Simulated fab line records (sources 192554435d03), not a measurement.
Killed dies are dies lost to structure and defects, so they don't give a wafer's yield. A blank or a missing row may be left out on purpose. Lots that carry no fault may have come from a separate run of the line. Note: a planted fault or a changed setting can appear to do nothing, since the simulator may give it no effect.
Which tool did it?	flow n5-finfet	22 lots with 66 wafers sampled at 6 steps, on a route of 1938 steps

== WHAT THE GAUGES READ, wafer by wafer ==
The record holds no reading of a measuring or inspecting step that can be judged against a usual standard deviation.

== TOOL THAT RAN EACH LOT (tool first, then ch and the chambers of the sampled wafers, then the start) ==
lot	N5_HKMG_FIN_ETCH_35	N5_HKMG_FIN_STRIP_88	N5_GATE_CUT_ETCH_58	N5_GATE_CUT_PECVD_57	N5_GATE_CUT_HM_OPEN_40	N5_GATE_CUT_VAPOR_ETCH_51
L074	rie-diel-01 ch 2,3, day 4 04:20	plasma-asher-01 ch 0,1, day 4 05:50	rie-diel-06 ch 0,2,3, day 4 09:02	pecvd-02 ch 0,1, day 4 11:39	rie-diel-05 ch 0,1, day 4 12:50	rie-metal-02 ch 0,1, day 4 13:19
L075	rie-diel-02 ch 1,2,3, day 4 09:41	plasma-asher-02 ch 0,1, day 4 10:58	rie-diel-03 ch 0,2, day 4 14:15	pecvd-04 ch 0,2, day 4 17:10	rie-diel-06 ch 1,2,3, day 4 18:19	rie-metal-02 ch 1, day 4 18:47
L076	rie-diel-04 ch 0,3, day 4 16:04	plasma-asher-02 ch 0,1, day 4 17:28	rie-diel-05 ch 0,1,2, day 4 20:29	pecvd-02 ch 0,1, day 4 23:26	rie-diel-05 ch 0,1, day 5 00:35	rie-metal-02 ch 0,1, day 5 01:04
L077	rie-diel-01 ch 1,2,3, day 5 00:28	plasma-asher-01 ch 0,1, day 5 01:47	rie-diel-05 ch 1,2, day 5 05:08	pecvd-04 ch 0,1,2, day 5 07:39	rie-diel-05 ch 0,1, day 5 08:40	rie-metal-01 ch 0,1, day 5 09:08
L078	rie-diel-02 ch 0,2,3, day 5 03:29	plasma-asher-02 ch 0,1, day 5 05:14	rie-diel-05 ch 0,2, day 5 08:15	pecvd-04 ch 0,2, day 5 10:46	rie-diel-05 ch 1,2, day 5 11:59	rie-metal-02 ch 0,1, day 5 12:28
L079	rie-diel-02 ch 0,1,2, day 5 14:18	plasma-asher-02 ch 0, day 5 15:40	rie-diel-06 ch 1,2, day 5 19:09	pecvd-03 ch 0,1,2, day 5 21:40	rie-diel-06 ch 0,1,3, day 5 23:02	rie-metal-03 ch 1, day 5 23:46
L080	rie-diel-01 ch 0,2,3, day 5 15:13	plasma-asher-02 ch 0,1, day 5 16:29	rie-diel-05 ch 0,2,3, day 5 20:05	pecvd-03 ch 0,1,2, day 5 23:57	rie-diel-03 ch 0,1,3, day 6 04:42	rie-metal-01 ch 0,1, day 6 05:10
L081	rie-diel-02 ch 0,1, day 5 23:55	plasma-asher-01 ch 0, day 6 01:20	rie-diel-05 ch 0,1, day 6 04:53	pecvd-03 ch 0,1, day 6 07:23	rie-diel-06 ch 0,1,3, day 6 08:41	rie-metal-02 ch 0,1, day 6 09:09
L082	rie-diel-01 ch 0,2, day 6 05:37	plasma-asher-02 ch 0,1, day 6 07:19	rie-diel-06 ch 1,2,3, day 6 10:22	pecvd-04 ch 0,1,2, day 6 12:54	rie-diel-05 ch 0,1,2, day 6 14:04	rie-metal-01 ch 0,1, day 6 14:32
L083	rie-diel-02 ch 1,2, day 6 11:49	plasma-asher-01 ch 0,1, day 6 13:12	rie-diel-03 ch 0,1,3, day 6 16:25	pecvd-02 ch 0,1, day 6 18:55	rie-diel-06 ch 0,1, day 6 20:07	rie-metal-01 ch 0,1, day 6 20:36
L084	rie-diel-01 ch 0,1,2, day 6 20:45	plasma-asher-01 ch 0,1, day 6 22:02	rie-diel-03 ch 1,2,3, day 7 01:20	pecvd-03 ch 0,1, day 7 04:15	rie-diel-05 ch 1,3, day 7 05:20	rie-metal-02 ch 0,1, day 7 05:48
L085	rie-diel-04 ch 1,2,3, day 6 21:19	plasma-asher-02 ch 0,1, day 6 22:34	rie-diel-03 ch 0,1,2, day 7 01:46	pecvd-02 ch 0,1,2, day 7 04:24	rie-diel-03 ch 0,2,3, day 7 05:41	rie-metal-02 ch 0,1, day 7 06:09
L086	rie-diel-01 ch 0,1,2, day 7 04:22	plasma-asher-01 ch 0,1, day 7 05:53	rie-diel-03 ch 0,1,3, day 7 09:10	pecvd-03 ch 0,1,2, day 7 11:40	rie-diel-03 ch 0,2,3, day 7 12:54	rie-metal-03 ch 0,1, day 7 13:27
L087	rie-diel-02 ch 2,3, day 7 09:56	plasma-asher-01 ch 0,1, day 7 11:12	rie-diel-03 ch 1,2,3, day 7 14:33	pecvd-04 ch 1,2, day 7 17:16	rie-diel-03 ch 0,2,3, day 7 18:25	rie-metal-02 ch 0,1, day 7 18:53
L088	rie-diel-04 ch 0,1, day 7 18:01	plasma-asher-02 ch 1, day 7 19:19	rie-diel-05 ch 1,3, day 7 22:29	pecvd-04 ch 0,1,2, day 8 01:01	rie-diel-03 ch 0,2,3, day 8 02:05	rie-metal-02 ch 0,1, day 8 02:34
L089	rie-diel-01 ch 2,3, day 7 23:32	plasma-asher-01 ch 0,1, day 8 00:55	rie-diel-03 ch 0,2, day 8 03:58	pecvd-03 ch 0,2, day 8 06:40	rie-diel-03 ch 0,2,3, day 8 07:54	rie-metal-01 ch 0,1, day 8 08:23
L090	rie-diel-01 ch 0,3, day 8 03:38	plasma-asher-01 ch 0,1, day 8 04:55	rie-diel-05 ch 1,3, day 8 08:04	pecvd-03 ch 0,1,2, day 8 10:34	rie-diel-03 ch 0,1, day 8 11:52	rie-metal-02 ch 0,1, day 8 12:20
L093	rie-diel-02 ch 1,3, day 8 21:43	plasma-asher-02 ch 0,1, day 8 23:07	rie-diel-05 ch 1,2, day 9 02:19	pecvd-03 ch 0,1,2, day 9 04:50	rie-diel-06 ch 2,3, day 9 06:07	rie-metal-01 ch 0,1, day 9 06:35
L094	rie-diel-02 ch 0,1, day 9 04:12	plasma-asher-01 ch 0,1, day 9 05:40	rie-diel-05 ch 1,2, day 9 08:44	pecvd-02 ch 1,2, day 9 11:28	rie-diel-03 ch 0,1,3, day 9 12:38	rie-metal-02 ch 0,1, day 9 13:07
L095	rie-diel-01 ch 0,3, day 9 12:12	plasma-asher-02 ch 0,1, day 9 13:29	rie-diel-05 ch 0,2, day 9 16:46	pecvd-04 ch 0,1,2, day 9 19:19	rie-diel-05 ch 0,1,2, day 9 20:28	rie-metal-01 ch 1, day 9 20:56
L096	rie-diel-02 ch 0,1, day 9 17:19	plasma-asher-01 ch 0,1, day 9 18:35	rie-diel-03 ch 0,1,2, day 9 21:44	pecvd-04 ch 0,1,2, day 10 00:21	rie-diel-06 ch 0,1,2, day 10 01:42	rie-metal-01 ch 1, day 10 02:10
L097	rie-diel-04 ch 0,1, day 9 22:26	plasma-asher-02 ch 0,1, day 9 23:43	rie-diel-03 ch 0,2,3, day 10 02:52	pecvd-03 ch 0,1, day 10 05:33	rie-diel-03 ch 0,3, day 10 06:44	rie-metal-03 ch 0,1, day 10 07:13
- N5_HKMG_FIN_ETCH_35: etches SOC in N2/H2, target depth 215.8 nm, time 243.4 s.
- N5_HKMG_FIN_STRIP_88: strips in N2/H2, time 360 s.
- N5_GATE_CUT_ETCH_58: etches SiNx in CH3F/O2, target depth 17 nm, time 128.6 s.
- N5_GATE_CUT_PECVD_57: deposits SiNx from SiH4/NH3/N2, target thk 21 nm.
- N5_GATE_CUT_HM_OPEN_40: chemistry C4F6/O2, target SiO2, target depth 139 nm, time 85.1 s.
- N5_GATE_CUT_VAPOR_ETCH_51: etches HfO2 in BCl3/Cl2.

== AS READ BY THE TOOLS THEMSELVES (means over the sampled wafers that have a number; for cases with no such wafer, the mark the record gives instead) ==
N5_HKMG_FIN_ETCH_35.
lot	tool	drypump-motor-current-A (A)	n2-flow-sccm (sccm)	oes-product-au (a.u.)	rf-vpp-V (V)	showerhead-plenum-p-Torr (Torr)	throttle-valve-pct (%)
L074	rie-diel-01	5.8	200.3	0.81	141.5	2.54	17.82
L075	rie-diel-02	5.9	199.3	0.85	141.6	2.54	17.77
L076	rie-diel-04	5.7	200.6	0.90	142.1	2.54	17.59
L077	rie-diel-01	5.6	199.9	0.77	141.9	2.48	17.87
L078	rie-diel-02	5.6	199.9	0.82	142.1	2.58	17.86
L079	rie-diel-02	5.7	200.1	0.81	140.9	2.50	17.95
L080	rie-diel-01	6.0	199.5	0.82	142.1	2.50	17.74
L081	rie-diel-02	5.8	200.3	0.75	140.6	2.46	17.81
L082	rie-diel-01	6.1	199.4	0.85	142.2	2.50	17.75
L083	rie-diel-02	6.0	200.0	0.82	140.5	2.45	17.89
L084	rie-diel-01	5.7	200.2	0.78	142.3	2.48	17.88
L085	rie-diel-04	5.2	200.5	0.84	141.8	2.54	17.73
L086	rie-diel-01	5.7	199.8	0.77	141.6	2.47	17.88
L087	rie-diel-02	5.8	200.4	0.81	142.2	2.61	17.75
L088	rie-diel-04	5.9	200.4	0.84	141.4	2.47	17.80
L089	rie-diel-01	5.8	200.3	0.77	141.7	2.53	17.88
L090	rie-diel-01	6.2	200.5	0.82	140.8	2.46	17.70
L093	rie-diel-02	6.0	199.7	0.75	141.1	2.50	17.70
L094	rie-diel-02	5.5	200.1	0.71	140.9	2.49	17.94
L095	rie-diel-01	6.2	199.7	0.81	141.2	2.45	17.74
L096	rie-diel-02	5.5	199.2	0.71	141.0	2.49	17.96
L097	rie-diel-04	5.6	201.3	0.78	141.6	2.46	17.98

N5_HKMG_FIN_STRIP_88.
lot	tool	drypump-motor-current-A (A)	heater-power-w (W)	n2-flow-sccm (sccm)
L074	plasma-asher-01	5.1	460	1752
L075	plasma-asher-02	5.4	540	1753
L076	plasma-asher-02	5.6	526	1745
L077	plasma-asher-01	5.6	451	1748
L078	plasma-asher-02	5.6	516	1749
L079	plasma-asher-02	5.1	550	1753
L080	plasma-asher-02	5.6	520	1751
L081	plasma-asher-01	6.0	447	1750
L082	plasma-asher-02	5.4	539	1753
L083	plasma-asher-01	5.1	460	1749
L084	plasma-asher-01	5.6	448	1757
L085	plasma-asher-02	5.6	523	1751
L086	plasma-asher-01	5.1	458	1745
L087	plasma-asher-01	5.1	460	1750
L088	plasma-asher-02	5.9	502	1749
L089	plasma-asher-01	5.1	462	1748
L090	plasma-asher-01	5.1	467	1747
L093	plasma-asher-02	5.4	530	1748
L094	plasma-asher-01	5.6	454	1753
L095	plasma-asher-02	5.6	519	1751
L096	plasma-asher-01	5.1	459	1751
L097	plasma-asher-02	5.6	520	1752

N5_GATE_CUT_ETCH_58.
lot	tool	drypump-motor-current-A (A)	oes-product-au (a.u.)	rf-vpp-V (V)	showerhead-plenum-p-Torr (Torr)	throttle-valve-pct (%)
L074	rie-diel-06	5.93	0.81	98.4	1.99	16.24
L075	rie-diel-03	5.66	0.96	99.5	2.11	15.96
L076	rie-diel-05	5.87	0.71	99.9	2.02	16.45
L077	rie-diel-05	5.94	0.72	98.8	2.02	16.60
L078	rie-diel-05	5.76	0.69	98.8	2.00	16.34
L079	rie-diel-06	5.56	0.78	99.9	2.05	16.33
L080	rie-diel-05	5.76	0.79	99.6	2.00	16.31
L081	rie-diel-05	5.81	0.70	99.0	2.07	16.50
L082	rie-diel-06	5.70	0.80	99.4	2.01	16.20
L083	rie-diel-03	5.79	0.83	99.5	2.02	16.15
L084	rie-diel-03	5.84	0.81	99.2	2.05	16.13
L085	rie-diel-03	5.89	0.86	99.0	2.09	16.02
L086	rie-diel-03	5.79	0.82	99.8	2.02	16.16
L087	rie-diel-03	5.83	0.81	98.8	2.05	16.13
L088	rie-diel-05	5.83	0.77	100.4	2.06	16.49
L089	rie-diel-03	5.68	0.90	100.2	2.10	16.02
L090	rie-diel-05	5.71	0.84	99.7	2.04	16.33
L093	rie-diel-05	6.00	0.70	98.9	1.96	16.64
L094	rie-diel-05	5.96	0.69	99.1	2.01	16.67
L095	rie-diel-05	5.88	0.78	99.3	1.95	16.36
L096	rie-diel-03	5.88	0.82	100.2	2.08	16.05
L097	rie-diel-03	5.60	0.84	98.7	2.03	16.19

N5_GATE_CUT_PECVD_57.
lot	tool	heater-power-w (W)	showerhead-plenum-p-Torr (Torr)	throttle-valve-pct (%)
L074	pecvd-02	607	5.06	40.2
L075	pecvd-04	779	5.23	37.0
L076	pecvd-02	659	5.09	41.2
L077	pecvd-04	808	5.21	38.5
L078	pecvd-04	733	5.24	37.0
L079	pecvd-03	798	5.13	40.1
L080	pecvd-03	795	5.12	40.0
L081	pecvd-03	736	5.06	38.7
L082	pecvd-04	803	5.21	38.4
L083	pecvd-02	596	5.06	40.5
L084	pecvd-03	789	5.07	38.6
L085	pecvd-02	668	5.11	38.9
L086	pecvd-03	797	5.12	39.8
L087	pecvd-04	806	5.19	39.6
L088	pecvd-04	796	5.21	38.4
L089	pecvd-03	741	5.19	39.7
L090	pecvd-03	792	5.13	40.0
L093	pecvd-03	795	5.12	40.1
L094	pecvd-02	670	5.10	38.2
L095	pecvd-04	812	5.20	38.4
L096	pecvd-04	785	5.21	38.5
L097	pecvd-03	829	5.14	38.6

N5_GATE_CUT_HM_OPEN_40.
lot	tool	drypump-motor-current-A (A)	etch-rf-on-time-s (s)	oes_f_703_au (a.u.)	oes-product-au (a.u.)	rf-vpp-V (V)	showerhead-plenum-p-Torr (Torr)	throttle-valve-pct (%)
L074	rie-diel-05	5.73	91.8	0.67	0.63	679	2.94	20.92
L075	rie-diel-06	5.70	90.8	0.84	0.74	666	2.86	20.77
L076	rie-diel-05	5.83	93.8	0.69	0.64	675	2.95	21.09
L077	rie-diel-05	5.84	92.5	0.69	0.64	674	2.95	21.11
L078	rie-diel-05	6.02	92.7	0.71	0.65	655	2.81	21.23
L079	rie-diel-06	5.79	92.5	0.81	0.72	659	2.86	20.83
L080	rie-diel-03	5.81	93.8	0.82	0.75	671	2.88	20.76
L081	rie-diel-06	5.79	92.7	0.81	0.72	658	2.86	20.84
L082	rie-diel-05	5.88	94.4	0.68	0.62	668	2.87	21.09
L083	rie-diel-06	5.87	92.6	0.74	0.67	658	2.88	21.07
L084	rie-diel-05	5.81	93.3	0.78	0.70	669	2.93	21.15
L085	rie-diel-03	5.61	91.7	0.88	0.80	672	2.90	20.81
L086	rie-diel-03	5.60	91.9	0.87	0.79	673	2.90	20.80
L087	rie-diel-03	5.60	91.4	0.87	0.79	672	2.90	20.81
L088	rie-diel-03	5.60	93.0	0.86	0.78	672	2.90	20.82
L089	rie-diel-03	5.60	92.2	0.86	0.78	673	2.90	20.81
L090	rie-diel-03	5.86	93.3	0.84	0.76	673	2.92	20.69
L093	rie-diel-06	5.83	92.2	0.79	0.71	671	2.81	20.87
L094	rie-diel-03	5.80	93.7	0.79	0.72	671	2.87	20.81
L095	rie-diel-05	5.87	93.5	0.75	0.69	668	2.85	21.00
L096	rie-diel-06	5.78	93.5	0.74	0.67	666	2.86	21.05
L097	rie-diel-03	5.51	93.6	0.82	0.74	674	2.80	20.95

N5_GATE_CUT_VAPOR_ETCH_51.
lot	tool	drypump-motor-current-A (A)	oes-product-au (a.u.)
L074	rie-metal-02	6.0	0.62
L075	rie-metal-02	5.9	0.64
L076	rie-metal-02	6.1	0.62
L077	rie-metal-01	6.1	0.80
L078	rie-metal-02	6.1	0.62
L079	rie-metal-03	5.4	0.88
L080	rie-metal-01	5.9	0.80
L081	rie-metal-02	6.0	0.62
L082	rie-metal-01	6.1	0.80
L083	rie-metal-01	5.9	0.80
L084	rie-metal-02	6.1	0.60
L085	rie-metal-02	6.0	0.62
L086	rie-metal-03	5.4	0.87
L087	rie-metal-02	6.0	0.62
L088	rie-metal-02	6.1	0.61
L089	rie-metal-01	6.1	0.78
L090	rie-metal-02	6.1	0.60
L093	rie-metal-01	5.9	0.78
L094	rie-metal-02	6.0	0.75
L095	rie-metal-01	5.7	0.78
L096	rie-metal-01	5.7	0.77
L097	rie-metal-03	5.4	0.84

== THE ANSWER, worked out from the rows above alone ==
Rule: usual is defined by the lots themselves. The widest of any qualifying gaps counts: lots, ordered by their means at a reading, are off when they make up no more than a third of the lots, leave a main group of 4 or more, and stand apart from it by 3 or more times the standard deviation of that group's means. The tables above print the reading to a certain number of digits; a main group whose means all agree to those digits is not used. Also off: a lot with no number at a reading for which 4 or more lots have one. The other lots that the step has rows for count as sound. After the gauges, taken in route order, come the tools' own readings; for these a lot's mean is taken, as printed above. The first step at which some lot is off is used, and at that step the reading that is off furthest; a lot without a number counts as furthest.
No lot is off at any reading shown: from this, nothing can be told.

== WHAT THE SIMULATOR HAD INSERTED ==
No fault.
